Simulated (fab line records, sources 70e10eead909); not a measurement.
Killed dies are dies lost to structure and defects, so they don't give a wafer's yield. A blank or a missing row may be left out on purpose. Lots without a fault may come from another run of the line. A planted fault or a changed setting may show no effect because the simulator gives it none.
Chamber matching | flow nand_harc | NHARC_A_BLC_CMP_25 on cmp-03: 4 sister chambers
The step polishes, t overpolish 30 s, target thk 150 nm. 14 wafers are shown with their chamber, then 7 later ones without.

WAFERS WITH THEIR CHAMBER
wafer  | chamber | overpolish_run_s (s) | motor_current_A (A) | time_to_endpoint_s (s)
L246.2 | 0       | 29.993               | 11.0                | 27.4
L246.4 | 2       | 29.998               | 10.4                | 27.1
L246.6 | 3       | 29.999               | 12.5                | 24.2
L248.2 | 1       | 30.013               | 12.7                | 29.0
L248.4 | 3       | 30.001               | 11.5                | 26.2
L248.5 | 2       | 29.998               | 11.3                | 28.2
L250.2 | 2       | 29.992               | 11.5                | 28.3
L250.3 | 0       | 29.988               | 11.0                | 30.5
L250.5 | 1       | 30.016               | 12.3                | 32.7
L260.2 | 0       | 29.994               | 10.6                | 27.9
L260.5 | 0       | 29.995               | 10.7                | 28.2
L260.6 | 1       | 30.003               | 12.4                | 32.2
L261.1 | 1       | 30.014               | 12.0                | 28.0
L261.3 | 2       | 29.993               | 11.1                | 27.2

SIGNATURES (means of the wafers above)
reading            | chamber 0 | chamber 1 | chamber 2 | chamber 3 | scatter within a chamber
overpolish_run_s   | 29.99250  | 30.01150  | 29.99525  | 30.00000  | 0.00403
motor_current_A    | 10.825    | 12.350    | 11.075    | 12.000    | 0.396
time_to_endpoint_s | 28.500    | 30.475    | 27.700    | 25.200    | 1.58
Rule: a wafer's distance from a chamber is the root of the sum, over the readings, of the square of ((its reading less the chamber's mean) divided by the reading's scatter). The wafer belongs to the nearest chamber; if the next one is less than 2 further off, it can't be placed. The scatter: the root of (the sum of the squares of (reading less its chamber's mean) over the shown wafers, divided by (wafers less chambers)).

WAFERS WITHOUT THEIR CHAMBER
wafer  | overpolish_run_s (s) | motor_current_A (A) | time_to_endpoint_s (s)
L261.6 | 29.999               | 10.9                | 27.2
L267.2 | 29.992               | 11.7                | 27.3
L267.4 | 30.009               | 11.2                | 30.9
L267.5 | 29.990               | 10.4                | 24.4
L266.2 | 30.012               | 11.8                | 26.8
L266.5 | 30.001               | 10.8                | 26.8
L266.6 | 29.978               | 10.9                | 25.6

WHICH CHAMBER EACH WENT THROUGH
wafer  | from the rows above               | in truth
L261.6 | can't be placed: 2 or 0 or 3      | 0
L267.2 | can't be placed: 2 or 0 or 3      | 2
L267.4 | can't be placed: 1 or 2 or 0 or 3 | 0
L267.5 | can't be placed: 0 or 2 or 3      | 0
L266.2 | can't be placed: 1 or 3 or 2      | 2
L266.5 | can't be placed: 2 or 0 or 3      | 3
L266.6 | can't be placed: 0 or 2           | 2
Placed correctly: 0 of 7. Can't be placed from these rows: 7 (the true chamber is among the candidates in 7). Placed wrongly: 0.
